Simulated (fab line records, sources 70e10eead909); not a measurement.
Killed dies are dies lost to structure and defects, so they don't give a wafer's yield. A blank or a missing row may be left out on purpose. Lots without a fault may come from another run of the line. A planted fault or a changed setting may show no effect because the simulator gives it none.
fab line records | flow nand_harc
record lots=5 wafers=15 last_day=22
route steps=1159 shown P_STI@102 P_GATE@110
lots that met no fault: from a run of the same line without faults
start_h: hours from the record's first day to the start of the lot's first wafer shown | wait_h: hours since the lot's step before | " the same as in the row above | L1.1+2: a row that stands for several wafers | - no value, or no start given | * or withheld: withheld | < > ~ a bound
route shown NAME@n: a module of which the file shows steps, and the number in the route of the first | usual: mean/standard deviation of fault-free wafers | same: alike in all rows | chamber/n: place in a boat | sites: the reading at each site | _std_site: their standard deviation | _edge_site: outer sites' mean less inner sites' | radius_mm: how far each site lies from the wafer's centre | mask NAME#n: copy n | behind: the tool/chamber that last shaped the wafer | hold: why the lot was held/for how many hours/how that ended | device: the transistor (n, p or np) that didn't switch | end of line: the same wafers' tests at the end of the route | a step without rows: its recipe alone | killed: dies lost to structure and defects at the first sort, not the wafer's yield | map: a wafer's dies, x killed, . not, _ none there
set.NAME: the setting as run; set.NAME@STEP: as run at that earlier step | model.NAME: the simulator's own value behind a step, which no gauge read
lots at some steps of the route; a table a step, a row a wafer
services: from which hour (start_h, from the record's first day; less than 0 if before it) a tool's chamber was out of use, for how many hours, and why
## steps
# step NHARC_P_STI_SRD_35
# columns lot.wafer tool chamber start_h wait_h
L075.6+5+3 wet_bench-07 0,3,5 56.65 0.0
L082.3+6+2 wet_bench-03 2,3,4 105.58 0.0
L088.4+6+3 wet_bench-03 0,4,5 136.38 0.0
L089.5+4+1 wet_bench-07 3,4,5 146.12 0.0
L092.6+4+5 wet_bench-07 7,1,4 159.28 0.0
# step NHARC_P_STI_ETCH_36
# recipe target_depth_a=388 chemistry=dHF material=SiO2
# columns lot.wafer tool chamber start_h wait_h
L075.6+5+3 wet_bench-07 0,3,5 56.67 0.0
L082.3+6+2 wet_bench-03 2,3,4 105.60 0.0
L088.4+6+3 wet_bench-03 0,4,5 136.40 0.0
L089.5+4+1 wet_bench-07 3,4,5 146.14 0.0
L092.6+4+5 wet_bench-07 7,1,4 159.30 0.0
# step NHARC_P_STI_STRIP_24
# recipe temp_c=160 chemistry=H3PO4 material=Si3N4
# columns lot.wafer tool chamber start_h wait_h
L075.6+5+3 wet_bench-07 0,3,5 56.69 0.0
L082.3+6+2 wet_bench-03 2,3,4 105.62 0.0
L088.4+6+3 wet_bench-03 0,4,5 136.42 0.0
L089.5+4+1 wet_bench-07 3,4,5 146.15 0.0
L092.6+4+5 wet_bench-07 7,1,4 159.31 0.0
# step NHARC_P_STI_ETCH_37
# recipe target_depth_a=110 chemistry=dHF material=SiO2
# columns lot.wafer tool chamber start_h wait_h
L075.6+5+3 wet_bench-07 0,3,5 - -
L082.3+6+2 wet_bench-03 2,3,4 - -
L088.4+6+3 wet_bench-03 0,4,5 - -
L089.5+4+1 wet_bench-07 3,4,5 - -
L092.6+4+5 wet_bench-07 7,1,4 - -
# step NHARC_P_STI_PRECLEAN_38
# recipe time_s=* temp_c=50 bath_age_min=0 chemistry=SC1
# columns lot.wafer tool chamber start_h wait_h
L075.6+5+3 wet_bench-07 0,3,5 - -
L082.3+6+2 wet_bench-03 2,3,4 - -
L088.4+6+3 wet_bench-03 0,4,5 - -
L089.5+4+1 wet_bench-07 3,4,5 - -
L092.6+4+5 wet_bench-07 7,1,4 - -
# step NHARC_P_STI_SRD_39
# columns lot.wafer tool chamber start_h wait_h
L075.6+5+3 wet_bench-07 0,3,5 - -
L082.3+6+2 wet_bench-03 2,3,4 - -
L088.4+6+3 wet_bench-03 0,4,5 - -
L089.5+4+1 wet_bench-07 3,4,5 - -
L092.6+4+5 wet_bench-07 7,1,4 - -
# step NHARC_P_STI_OXIDE_40
# recipe target_thk_a=100 temp_c=900 ox_time_s=1362 material=SiO2
# usual zone_power_bottom_pct=24.4/1.3 zone_power_top_pct=30.6/1.1 zone_power_upper_pct=17.0/2.1
# same ox_time_s=1362
# columns lot.wafer tool chamber start_h wait_h zone_power_bottom_pct zone_power_top_pct zone_power_upper_pct
L075.3 furnace-06 0 60.77 - 24.1 32.3 16.1
L075.5 " 0 " " 23.8 32.3 16.1
L075.6 " 0 " " 24.2 32.0 16.0
L082.2 furnace-08 0 111.49 - 23.6 29.9 15.4
L082.3 " 0 " " 23.2 29.8 15.3
L082.6 " 0 " " 23.2 29.5 15.5
L088.3 furnace-05 0 140.51 - 26.2 31.8 19.9
L088.4 " 0 " " 25.7 31.0 20.0
L088.6 " 0 " " 26.3 31.2 20.3
L089.1 furnace-08 0 150.17 - 23.6 29.3 15.3
L089.4 " 0 " " 23.5 29.9 15.4
L089.5 " 0 " " 23.5 29.8 15.4
L092.4 furnace-08 0 163.19 - 23.8 29.1 15.6
L092.5 " 0 " " 23.2 29.4 15.5
L092.6 " 0 " " 23.5 29.6 15.5
# step NHARC_P_STI_INSPECT_25
# usual raw_defect_count=246/96
# columns lot.wafer tool chamber start_h wait_h raw_defect_count
L075.3 defect_inspect-01 - 64.83 0.4 202
L075.5 " - " " 304
L075.6 " - " " 198
L082.2 defect_inspect-01 - 115.53 0.4 260
L082.3 " - " " 361
L082.6 " - " " 326
L088.3 defect_inspect-01 - 144.59 0.4 192
L088.4 " - " " 276
L088.6 " - " " 303
L089.1 defect_inspect-01 - 154.19 0.4 354
L089.4 " - " " 163
L089.5 " - " " 189
L092.4 defect_inspect-02 - 167.19 0.4 174
L092.5 " - " " 252
L092.6 " - " " 212
# step NHARC_P_GATE_ETCH_69
# recipe target_depth_a=140 chemistry=dHF material=SiO2
# columns lot.wafer tool chamber start_h wait_h
L075.6+5+3 wet_bench-09 0,2,4 64.88 0.0
L082.6+2+3 wet_bench-06 7,0,1 115.62 0.1
L088.6+4+3 wet_bench-09 5,6,7 144.74 0.2
L089.4+1+5 wet_bench-04 4,5,7 154.28 0.1
L092.6+4+5 wet_bench-06 3,4,5 167.29 0.1
# step NHARC_P_GATE_PRECLEAN_70
# recipe time_s=* temp_c=50 bath_age_min=0 chemistry=SC1
# columns lot.wafer tool chamber start_h wait_h
L075.6+5+3 wet_bench-09 0,2,4 64.97 0.1
L082.6+2+3 wet_bench-06 7,0,1 115.68 0.1
L088.6+4+3 wet_bench-09 5,6,7 144.84 0.1
L089.4+1+5 wet_bench-04 4,5,7 154.37 0.1
L092.6+4+5 wet_bench-06 3,4,5 167.34 0.0
# step NHARC_P_GATE_SRD_01
# columns lot.wafer tool chamber start_h wait_h
L075.6+5+3 wet_bench-09 0,2,4 - -
L082.6+2+3 wet_bench-06 7,0,1 - -
L088.6+4+3 wet_bench-09 5,6,7 - -
L089.4+1+5 wet_bench-04 4,5,7 - -
L092.6+4+5 wet_bench-06 3,4,5 - -
# step NHARC_P_GATE_OXIDE_02
# recipe target_thk_a=375 temp_c=950 p_h2o_torr=720 ox_time_s=365 material=SiO2
# usual zone_power_bottom_pct=29/3.1 zone_power_top_pct=39/6.1 zone_power_upper_pct=19.4/2.5
# same ox_time_s=365
# columns lot.wafer tool chamber start_h wait_h zone_power_bottom_pct zone_power_top_pct zone_power_upper_pct
L075.3 furnace-07 0 67.87 - 28 35 16.6
L075.5 " 0 " " 28 36 16.9
L075.6 " 0 " " 28 36 16.6
L082.2 furnace-04 0 122.22 - 28 45 22.4
L082.3 " 0 " " 28 45 21.9
L082.6 " 0 " " 29 44 22.0
L088.3 furnace-04 0 148.61 - 28 45 22.0
L088.4 " 0 " " 28 45 22.2
L088.6 " 0 " " 28 45 22.7
L089.1 furnace-02 0 157.50 - 36 29 19.1
L089.4 " 0 " " 36 29 19.5
L089.5 " 0 " " 36 29 19.7
L092.4 furnace-07 0 170.24 - 28 35 17.1
L092.5 " 0 " " 28 35 17.0
L092.6 " 0 " " 28 36 16.8
# step NHARC_P_GATE_DEHYDRATE_03
# recipe temp_c=150 time_s=120
# columns lot.wafer tool chamber start_h wait_h
L075.3+5+6 litho_track-02 0 72.54 0.4
L082.2+3+6 litho_track-05 0 126.84 0.4
L088.3+4+6 litho_track-05 0 153.16 0.4
L089.1+4+5 litho_track-05 0 162.09 0.4
L092.4+5+6 litho_track-02 0 174.78 0.4
# step NHARC_P_GATE_HMDS_04
# recipe time_s=30
# columns lot.wafer tool chamber start_h wait_h
L075.3+5+6 litho_track-02 0 - -
L082.2+3+6 litho_track-05 0 - -
L088.3+4+6 litho_track-05 0 - -
L089.1+4+5 litho_track-05 0 - -
L092.4+5+6 litho_track-02 0 - -
# step NHARC_P_GATE_COAT_05
# recipe spin_rpm=4690
# columns lot.wafer tool chamber start_h wait_h
L075.3+5+6 litho_track-02 0 - -
L082.2+3+6 litho_track-05 0 - -
L088.3+4+6 litho_track-05 0 - -
L089.1+4+5 litho_track-05 0 - -
L092.4+5+6 litho_track-02 0 - -
# step NHARC_P_GATE_SOFTBAKE_06
# recipe temp_c=122 time_s=95
# columns lot.wafer tool chamber start_h wait_h
L075.3+5+6 litho_track-02 0 - -
L082.2+3+6 litho_track-05 0 - -
L088.3+4+6 litho_track-05 0 - -
L089.1+4+5 litho_track-05 0 - -
L092.4+5+6 litho_track-02 0 - -
# step NHARC_P_GATE_EBR_07
# columns lot.wafer tool chamber start_h wait_h
L075.3+5+6 litho_track-02 0 - -
L082.2+3+6 litho_track-05 0 - -
L088.3+4+6 litho_track-05 0 - -
L089.1+4+5 litho_track-05 0 - -
L092.4+5+6 litho_track-02 0 - -
# step NHARC_P_GATE_EXPOSE_08
# recipe na=0.6 dose_mj=16.75 mask_id=P_HV
# columns lot.wafer tool chamber start_h wait_h mask
L075.3+5+6 krf_scanner-04 0 72.97 - P_HV#0
L082.2+3+6 krf_scanner-03 0 127.15 - P_HV#0
L088.3+4+6 krf_scanner-04 0 153.48 - P_HV#0
L089.1+4+5 krf_scanner-02 0 162.36 - P_HV#0
L092.4+5+6 krf_scanner-02 0 175.10 - P_HV#0
# step NHARC_P_GATE_PEB_09
# recipe peb_temp_c=118 peb_time_s=85
# columns lot.wafer tool chamber start_h wait_h
L075.3+5+6 litho_track-03 0 73.03 0.1
L082.2+3+6 litho_track-02 0 127.21 0.1
L088.3+4+6 litho_track-03 0 153.53 0.1
L089.1+4+5 litho_track-03 0 162.43 0.1
L092.4+5+6 litho_track-03 0 175.16 0.0
# step NHARC_P_GATE_DEVELOP_10
# recipe time_s=70
# columns lot.wafer tool chamber start_h wait_h
L075.3+5+6 litho_track-03 0 - -
L082.2+3+6 litho_track-02 0 - -
L088.3+4+6 litho_track-03 0 - -
L089.1+4+5 litho_track-03 0 - -
L092.4+5+6 litho_track-03 0 - -
# step NHARC_P_GATE_CD_MEAS_11
# recipe target_cd_nm=1640 landing_energy_ev=500
# usual cd_nm=1641.0/1.9
# columns lot.wafer tool chamber start_h wait_h cd_nm
L075.3 cd_sem-03 0 73.12 - 1642.5
L075.5 " 0 " " 1646.3
L075.6 " 0 " " 1645.5
L082.2 cd_sem-03 0 127.30 - 1639.6
L082.3 " 0 " " 1636.9
L082.6 " 0 " " 1643.5
L088.3 cd_sem-03 0 153.63 - 1641.9
L088.4 " 0 " " 1638.4
L088.6 " 0 " " 1638.4
L089.1 cd_sem-02 0 162.52 - 1643.1
L089.4 " 0 " " 1638.5
L089.5 " 0 " " 1639.8
L092.4 cd_sem-02 0 175.25 - 1641.3
L092.5 " 0 " " 1639.1
L092.6 " 0 " " 1639.0
# step NHARC_P_GATE_HARDBAKE_12
# recipe temp_c=125 time_s=80
# columns lot.wafer tool chamber start_h wait_h
L075.3+5+6 litho_track-05 0 73.20 -
L082.2+3+6 litho_track-05 0 127.38 -
L088.3+4+6 litho_track-05 0 153.71 -
L089.1+4+5 litho_track-02 0 162.60 -
L092.4+5+6 litho_track-05 0 175.35 -
# step NHARC_P_GATE_DESCUM_13
# recipe time_s=3 o2_flow_sccm=200 ar_flow_sccm=0 bias_power_w=0 chemistry=O2
# usual drypump_motor_current_A=5.6/0.3 oes_product_au=1.004/0.012 rf_vpp_V=57.9/1 showerhead_plenum_p_Torr=1.93/0.11 throttle_valve_pct=11.312/0.0085
# columns lot.wafer tool chamber start_h wait_h drypump_motor_current_A oes_product_au rf_hours_counter_h rf_vpp_V showerhead_plenum_p_Torr throttle_valve_pct
L075.3 rie_diel-10 0 73.35 - 5.7 1.020 - 58.0 1.90 11.288
L075.5 " 0 " " 5.7 1.013 - 57.1 1.90 11.290
L075.6 " 2 " " 6.1 0.998 - 58.2 2.04 11.302
L082.2 rie_diel-03 1 127.47 - 5.2 1.006 28 57.0 1.88 11.311
L082.3 " 2 " " 5.5 1.004 25 59.6 2.07 11.314
L082.6 " 1 " " 5.2 1.010 - 58.0 1.88 11.306
L088.4 rie_diel-03 1 153.86 - 5.2 1.008 36 58.1 1.88 11.311
L088.3 " 2 " " 5.5 1.005 34 59.3 2.06 11.312
L088.6 " 1 " " 5.2 1.005 - 57.8 1.88 11.303
L089.4 rie_diel-10 1 162.77 - 5.3 1.014 27 57.0 1.78 11.310
L089.1 " 3 " " 5.2 0.999 24 58.6 1.88 11.303
L089.5 " 0 " " 5.7 1.010 - 57.1 1.90 11.320
L092.4 rie_diel-10 2 175.44 - 6.0 1.004 34 58.9 2.04 11.311
L092.6 " 0 " " 5.7 1.016 - 57.1 1.90 11.310
L092.5 " 1 " " 5.3 1.012 - 55.3 1.78 11.311
# step NHARC_P_GATE_ETCH_14
# recipe target_depth_a=488 chemistry=dHF material=SiO2
# columns lot.wafer tool chamber start_h wait_h
L075.6+3+5 wet_bench-09 1,5,6 73.52 0.1
L082.3+2+6 wet_bench-06 5,6,7 127.60 0.1
L088.4+3+6 wet_bench-06 3,4,6 153.99 0.1
L089.5+4+1 wet_bench-06 7,1,3 162.89 0.1
L092.6+5+4 wet_bench-04 5,7,0 175.57 0.1
# step NHARC_P_GATE_STRIP_15
# recipe time_s=780 temp_c=130 chemistry=SPM
# columns lot.wafer tool chamber start_h wait_h
L075.6+3+5 wet_bench-09 1,5,6 73.55 0.0
L082.3+2+6 wet_bench-06 5,6,7 127.65 0.0
L088.4+3+6 wet_bench-06 3,4,6 154.03 0.0
L089.5+4+1 wet_bench-06 7,1,3 162.93 0.0
L092.6+5+4 wet_bench-04 5,7,0 175.61 0.0
# step NHARC_P_GATE_PRECLEAN_71
# recipe time_s=* temp_c=50 bath_age_min=0 chemistry=SC1
# columns lot.wafer tool chamber start_h wait_h
L075.6+3+5 wet_bench-09 1,5,6 - -
L082.3+2+6 wet_bench-06 5,6,7 - -
L088.4+3+6 wet_bench-06 3,4,6 - -
L089.5+4+1 wet_bench-06 7,1,3 - -
L092.6+5+4 wet_bench-04 5,7,0 - -
# step NHARC_P_GATE_SRD_72
# columns lot.wafer tool chamber start_h wait_h
L075.6+3+5 wet_bench-09 1,5,6 - -
L082.3+2+6 wet_bench-06 5,6,7 - -
L088.4+3+6 wet_bench-06 3,4,6 - -
L089.5+4+1 wet_bench-06 7,1,3 - -
L092.6+5+4 wet_bench-04 5,7,0 - -
# step NHARC_P_GATE_OXIDE_16
# recipe target_thk_a=30 temp_c=875 ox_time_s=392 material=SiO2
# usual zone_power_bottom_pct=24.1/2.3 zone_power_top_pct=33/4.4 zone_power_upper_pct=15.3/1.9
# same ox_time_s=392
# columns lot.wafer tool chamber start_h wait_h zone_power_bottom_pct zone_power_top_pct zone_power_upper_pct
L075.3 furnace-07 0 76.49 - 23.6 31 14.0
L075.5 " 0 " " 22.8 31 13.9
L075.6 " 0 " " 23.0 31 14.2
L082.2 furnace-07 0 130.63 - 23.3 31 14.1
L082.3 " 0 " " 23.2 31 13.9
L082.6 " 0 " " 23.1 31 13.9
L088.3 furnace-07 0 157.05 - 23.2 31 13.8
L088.4 " 0 " " 23.3 31 13.9
L088.6 " 0 " " 23.2 31 13.8
L089.1 furnace-07 0 166.05 - 23.1 31 14.0
L089.4 " 0 " " 23.3 31 13.7
L089.5 " 0 " " 23.0 31 13.9
L092.4 furnace-07 0 178.67 - 23.0 31 13.9
L092.5 " 0 " " 23.1 32 13.6
L092.6 " 0 " " 23.1 31 13.9
# step NHARC_P_GATE_CVD_17
# recipe target_thk_a=1500 temp_c=620 time_s=900 material=poly-Si
# usual zone_power_bottom_pct=14.52/0.17 zone_power_top_pct=19.1/2 zone_power_upper_pct=9.1/0.56
# columns lot.wafer tool chamber start_h wait_h zone_power_bottom_pct zone_power_top_pct zone_power_upper_pct
L075.3 lpcvd_poly-04 0 82.56 2.5 14.34 16.8 8.6
L075.5 " 0 " " 14.30 16.6 8.6
L075.6 " 0 " " 14.62 16.7 8.5
L082.2 lpcvd_poly-04 0 136.68 2.5 14.67 16.8 8.7
L082.3 " 0 " " 14.70 16.9 8.5
L082.6 " 0 " " 14.53 16.7 8.6
L088.3 lpcvd_poly-02 0 163.27 2.7 14.64 21.1 9.6
L088.4 " 0 " " 14.63 21.1 9.5
L088.6 " 0 " " 14.42 21.2 9.6
L089.1 lpcvd_poly-02 0 172.31 2.7 14.46 20.9 9.6
L089.4 " 0 " " 14.50 21.3 9.6
L089.5 " 0 " " 14.42 21.3 9.5
L092.4 lpcvd_poly-04 0 184.66 2.5 14.69 16.6 8.5
L092.5 " 0 " " 14.72 16.9 8.5
L092.6 " 0 " " 14.57 17.0 8.5
# step NHARC_P_GATE_HM_DEP_102
# recipe target_thk_a=1200 temp_c=400 material=aC
# usual throttle_valve_pct=35.000/0.01
# columns lot.wafer tool chamber start_h wait_h throttle_valve_pct
L075.3 acl_dep-02 0 87.06 2.3 34.986
L075.5 " 0 " " 35.014
L075.6 " 0 " " 35.007
L082.2 acl_dep-03 0 139.41 0.5 34.981
L082.3 " 0 " " 34.987
L082.6 " 0 " " 35.011
L088.3 acl_dep-02 0 167.35 1.9 34.990
L088.4 " 0 " " 34.998
L088.6 " 0 " " 35.002
L089.1 acl_dep-03 0 177.92 3.4 35.000
L089.4 " 0 " " 34.997
L089.5 " 0 " " 34.997
L092.4 acl_dep-01 0 188.72 1.8 35.012
L092.5 " 0 " " 35.009
L092.6 " 0 " " 35.003
# step NHARC_P_GATE_DEP_103
# recipe target_thk_a=300 target_thk_nm=30 temp_c=400 flow_sccm=200 rf_w=350 material=SiON
# usual heater_power_w=735/70
# columns lot.wafer tool chamber start_h wait_h heater_power_w
L075.3 pecvd-01 0 87.50 0.3 674
L075.6 " 0 " " 682
L075.5 " 1 " " 719
L082.3 pecvd-02 2 139.97 0.3 551
L082.2 " 1 " " 737
L082.6 " 2 " " 536
L088.3 pecvd-03 0 167.96 0.5 727
L088.4 " 1 " " 686
L088.6 " 2 " " 746
L089.1 pecvd-01 0 178.58 0.6 715
L089.4 " 0 " " 742
L089.5 " 2 " " 826
L092.4 pecvd-02 1 189.15 0.3 728
L092.6 " 2 " " 639
L092.5 " 0 " " 706
# step NHARC_P_GATE_DEHYDRATE_18
# recipe temp_c=150 time_s=120
# columns lot.wafer tool chamber start_h wait_h
L075.3+5+6 litho_track-04 0 87.77 0.2
L082.2+3+6 litho_track-06 0 140.24 0.2
L088.3+4+6 litho_track-06 0 168.17 0.2
L089.1+4+5 litho_track-04 0 178.85 0.2
L092.4+5+6 litho_track-01 0 189.34 0.2
# step NHARC_P_GATE_HMDS_19
# recipe time_s=30
# columns lot.wafer tool chamber start_h wait_h
L075.3+5+6 litho_track-04 0 - -
L082.2+3+6 litho_track-06 0 - -
L088.3+4+6 litho_track-06 0 - -
L089.1+4+5 litho_track-04 0 - -
L092.4+5+6 litho_track-01 0 - -
# step NHARC_P_GATE_COAT_20
# recipe spin_rpm=1500 resist_thk_nm=90
# columns lot.wafer tool chamber start_h wait_h
L075.3+5+6 litho_track-04 0 - -
L082.2+3+6 litho_track-06 0 - -
L088.3+4+6 litho_track-06 0 - -
L089.1+4+5 litho_track-04 0 - -
L092.4+5+6 litho_track-01 0 - -
# step NHARC_P_GATE_SOFTBAKE_21
# recipe temp_c=105 time_s=55
# columns lot.wafer tool chamber start_h wait_h
L075.3+5+6 litho_track-04 0 - -
L082.2+3+6 litho_track-06 0 - -
L088.3+4+6 litho_track-06 0 - -
L089.1+4+5 litho_track-04 0 - -
L092.4+5+6 litho_track-01 0 - -
# step NHARC_P_GATE_EBR_22
# columns lot.wafer tool chamber start_h wait_h
L075.3+5+6 litho_track-04 0 - -
L082.2+3+6 litho_track-06 0 - -
L088.3+4+6 litho_track-06 0 - -
L089.1+4+5 litho_track-04 0 - -
L092.4+5+6 litho_track-01 0 - -
# step NHARC_P_GATE_EXPOSE_23
# recipe na=1.35 target_cd_nm=120 dose_mj=93.91 mask_id=P_GATE
# columns lot.wafer tool chamber start_h wait_h mask
L075.3+5+6 arfi_scanner-01 0 87.92 - P_GATE#0
L082.2+3+6 arfi_scanner-02 0 140.51 - P_GATE#0
L088.3+4+6 arfi_scanner-03 0 168.32 - P_GATE#0
L089.1+4+5 arfi_scanner-01 0 179.00 - P_GATE#0
L092.4+5+6 arfi_scanner-02 0 189.62 - P_GATE#0
# step NHARC_P_GATE_PEB_24
# recipe peb_temp_c=100 peb_time_s=65
# columns lot.wafer tool chamber start_h wait_h
L075.3+5+6 litho_track-06 0 87.97 0.0
L082.2+3+6 litho_track-01 0 140.57 0.1
L088.3+4+6 litho_track-01 0 168.37 0.0
L089.1+4+5 litho_track-01 0 179.06 0.1
L092.4+5+6 litho_track-01 0 189.66 0.0
# step NHARC_P_GATE_DEVELOP_25
# recipe develop_time_s=35 dev_temp_c=23
# columns lot.wafer tool chamber start_h wait_h
L075.3+5+6 litho_track-06 0 - -
L082.2+3+6 litho_track-01 0 - -
L088.3+4+6 litho_track-01 0 - -
L089.1+4+5 litho_track-01 0 - -
L092.4+5+6 litho_track-01 0 - -
# step NHARC_P_GATE_CD_MEAS_26
# recipe target_cd_nm=120 landing_energy_ev=500
# usual cd_nm=120.2/0.61
# columns lot.wafer tool chamber start_h wait_h cd_nm
L075.3 cd_sem-02 0 88.06 - 119.8
L075.5 " 0 " " 120.0
L075.6 " 0 " " 120.0
L082.2 cd_sem-02 0 140.65 - 119.5
L082.3 " 0 " " 120.8
L082.6 " 0 " " 121.2
L088.3 cd_sem-03 0 168.46 - 119.7
L088.4 " 0 " " 120.7
L088.6 " 0 " " 121.1
L089.1 cd_sem-03 0 179.14 - 120.4
L089.4 " 0 " " 120.0
L089.5 " 0 " " 120.0
L092.4 cd_sem-02 0 189.75 - 120.3
L092.5 " 0 " " 120.2
L092.6 " 0 " " 120.1
# step NHARC_P_GATE_OVL_MEAS_27
# usual overlay_x_nm=-0.2/0.74 overlay_y_nm=0.0/1
# columns lot.wafer tool chamber start_h wait_h overlay_x_nm overlay_y_nm
L075.3 overlay-01 - 88.14 - -0.3 0.6
L075.5 " - " " -0.8 0.5
L075.6 " - " " -0.4 0.7
L082.2 overlay-01 - 140.74 - 0.5 0.0
L082.3 " - " " -0.1 -0.3
L082.6 " - " " 0.6 -0.2
L088.3 overlay-02 - 168.55 - -0.1 0.4
L088.4 " - " " -0.8 -0.4
L088.6 " - " " 0.1 -0.1
L089.1 overlay-02 - 179.23 - 0.5 1.0
L089.4 " - " " -0.4 1.3
L089.5 " - " " -0.3 1.3
L092.4 overlay-02 - 189.83 - -1.1 0.5
L092.5 " - " " -0.5 0.4
L092.6 " - " " -0.9 0.8
# step NHARC_P_GATE_INSPECT_28
# usual raw_defect_count=6.4/2.6
# columns lot.wafer tool chamber start_h wait_h raw_defect_count
L075.3 defect_inspect-01 - 88.18 0.0 7
L075.5 " - " " 11
L075.6 " - " " 2
L082.2 defect_inspect-01 - 140.77 0.0 11
L082.3 " - " " 6
L082.6 " - " " 5
L088.3 defect_inspect-01 - 168.58 0.0 2
L088.4 " - " " 7
L088.6 " - " " 4
L089.1 defect_inspect-01 - 179.26 0.0 5
L089.4 " - " " 3
L089.5 " - " " 7
L092.4 defect_inspect-02 - 189.87 0.0 8
L092.5 " - " " 13
L092.6 " - " " 3
# step NHARC_P_GATE_DESCUM_31
# recipe time_s=3 o2_flow_sccm=200 ar_flow_sccm=0 bias_power_w=0 chemistry=O2
# usual drypump_motor_current_A=5.6/0.36 oes_product_au=1.003/0.012 rf_vpp_V=57.8/0.94 showerhead_plenum_p_Torr=1.92/0.11 throttle_valve_pct=11.310/0.0092
# columns lot.wafer tool chamber start_h wait_h drypump_motor_current_A oes_product_au rf_hours_counter_h rf_vpp_V showerhead_plenum_p_Torr throttle_valve_pct
L075.3 rie_diel-03 1 88.28 0.1 5.2 1.005 16 57.4 1.88 11.300
L075.6 " 0 " " 5.7 1.012 - 58.7 2.07 11.306
L075.5 " 1 " " 5.2 1.008 - 58.2 1.88 11.311
L082.3 rie_diel-03 2 140.85 0.1 5.5 1.003 30 58.7 2.07 11.320
L082.2 " 3 " " 5.5 0.981 31 57.5 1.81 11.312
L082.6 " 3 " " 5.5 0.983 - 57.2 1.81 11.290
L088.3 rie_diel-11 3 168.67 0.1 5.3 0.995 53 57.8 1.82 11.305
L088.4 " 1 " " 5.4 0.999 - 57.9 1.80 11.307
L088.6 " 3 " " 5.3 0.994 - 58.0 1.82 11.305
L089.1 rie_diel-03 3 179.32 0.1 5.5 0.987 45 56.0 1.80 11.296
L089.4 " 1 " " 5.2 1.022 48 58.4 1.87 11.325
L089.5 " 3 " " 5.5 0.992 - 54.5 1.80 11.315
L092.4 rie_diel-10 0 189.94 0.1 5.7 0.999 1 58.6 1.90 11.322
L092.5 " 2 " " 6.0 0.995 - 58.9 2.03 11.317
L092.6 " 3 " " 5.2 1.004 - 58.6 1.88 11.299
# step NHARC_P_GATE_ETCH_104
# recipe target_depth_a=600 time_s=withheld cf4_flow_sccm=100 chf3_flow_sccm=30 ar_flow_sccm=0 rf_w=500 bias_w=200 chemistry=CF4/CHF3
# usual drypump_motor_current_A=5.6/0.34 oes_product_au=0.958/0.024 rf_vpp_V=370.7/3 showerhead_plenum_p_Torr=1.57/0.086 throttle_valve_pct=16.804/0.0093
# columns lot.wafer tool chamber start_h wait_h drypump_motor_current_A oes_product_au rf_vpp_V showerhead_plenum_p_Torr throttle_valve_pct
L075.3 rie_diel-03 3 88.37 0.1 5.6 0.930 369.0 1.49 16.798
L075.5 " 2 " " 5.5 0.942 374.5 1.70 16.798
L075.6 " 3 " " 5.5 0.937 368.1 1.49 16.802
L082.2 rie_diel-03 1 140.99 0.1 5.2 0.937 368.8 1.55 16.801
L082.3 " 2 " " 5.5 0.929 374.8 1.69 16.789
L082.6 " 0 " " 5.7 0.931 372.8 1.69 16.807
L088.3 rie_diel-11 2 168.75 0.1 6.1 0.973 367.1 1.49 16.795
L088.4 " 2 " " 6.1 0.966 367.5 1.49 16.829
L088.6 " 3 " " 5.3 0.971 368.8 1.50 16.795
L089.1 rie_diel-03 0 179.41 0.1 5.7 0.959 373.7 1.69 16.800
L089.4 " 2 " " 5.5 0.985 373.9 1.69 16.820
L089.5 " 0 " " 5.7 0.960 374.7 1.69 16.805
L092.4 rie_diel-10 0 190.02 0.1 5.7 0.984 369.7 1.56 16.808
L092.5 " 3 " " 5.2 0.977 371.1 1.55 16.804
L092.6 " 0 " " 5.7 0.986 370.5 1.56 16.786
# step NHARC_P_GATE_HM_OPEN_105
# recipe target_depth_a=3600 o2_flow_sccm=400 cos_flow_sccm=20 ar_flow_sccm=0 rf_w=500 bias_w=300 chemistry=O2/COS
# usual drypump_motor_current_A=5.6/0.33 oes_product_au=1.002/0.013 rf_vpp_V=467/3.9 showerhead_plenum_p_Torr=3.12/0.17 throttle_valve_pct=28.331/0.0093
# columns lot.wafer tool chamber start_h wait_h drypump_motor_current_A oes_product_au rf_hours_counter_h rf_vpp_V showerhead_plenum_p_Torr throttle_valve_pct
L075.3 rie_diel-03 1 - - 5.2 1.000 16 466 3.07 28.343
L075.6 " 2 " " 5.5 1.003 - 473 3.37 28.349
L075.5 " 3 " " 5.6 0.971 - 464 2.96 28.314
L082.2 rie_diel-03 2 - - 5.5 1.000 30 472 3.36 28.315
L082.3 " 3 " " 5.6 0.983 31 463 2.96 28.327
L082.6 " 2 " " 5.5 1.003 - 472 3.36 28.322
L088.3 rie_diel-11 3 - - 5.4 0.995 53 465 2.98 28.315
L088.4 " 2 " " 6.1 1.005 - 463 2.95 28.326
L088.6 " 1 " " 5.4 0.997 - 464 2.95 28.333
L089.4 rie_diel-03 0 - - 5.7 0.999 47 472 3.35 28.335
L089.1 " 2 " " 5.5 1.004 45 470 3.35 28.329
L089.5 " 0 " " 5.7 1.002 - 473 3.35 28.324
L092.4 rie_diel-10 0 - - 5.7 1.007 1 467 3.09 28.333
L092.6 " 3 " " 5.2 1.031 - 465 3.07 28.332
L092.5 " 0 " " 5.7 1.007 - 466 3.09 28.342
# step NHARC_P_GATE_STRIP_106
# recipe o2_flow_sccm=400 cos_flow_sccm=20 ar_flow_sccm=0 bias_w=0 chemistry=O2/COS
# columns lot.wafer tool chamber start_h wait_h
L075.3+5+6 rie_diel-03 0,3,0 - -
L082.2+3+6 rie_diel-03 2,1,2 - -
L088.3+4+6 rie_diel-11 2,1,2 - -
L089.4+1+5 rie_diel-03 1,2,1 - -
L092.4+6+5 rie_diel-10 0,2,3 - -
## services
# columns tool chamber start_h hours kind
litho_track-03 - 38.00 7.0 pm
rie_diel-03 - 38.43 9.0 pm
rie_diel-11 - 46.53 1.6 repair
litho_track-05 - 62.01 7.0 pm
rie_diel-10 3 65.84 15.7 repair
rie_diel-10 1 70.68 18.1 repair
rie_diel-03 2 72.38 2.4 repair
rie_diel-03 - 81.06 2.9 repair
litho_track-01 - 93.00 7.0 pm
rie_diel-10 0 94.85 4.2 repair
wet_bench-07 - 96.00 8.0 pm
wet_bench-09 - 112.80 8.0 pm
litho_track-06 - 117.00 7.0 pm
rie_diel-10 - 117.58 0.2 repair
wet_bench-07 - 122.67 10.2 repair
rie_diel-10 3 127.17 16.4 repair
wet_bench-06 - 129.60 8.0 pm
litho_track-04 - 141.00 7.0 pm
wet_bench-03 - 146.45 8.0 pm
wet_bench-04 - 163.20 8.0 pm
rie_diel-10 2 163.75 5.6 repair
rie_diel-10 1 164.87 9.6 repair
litho_track-02 - 165.00 7.0 pm
rie_diel-10 - 176.50 9.0 pm
## key
fault none
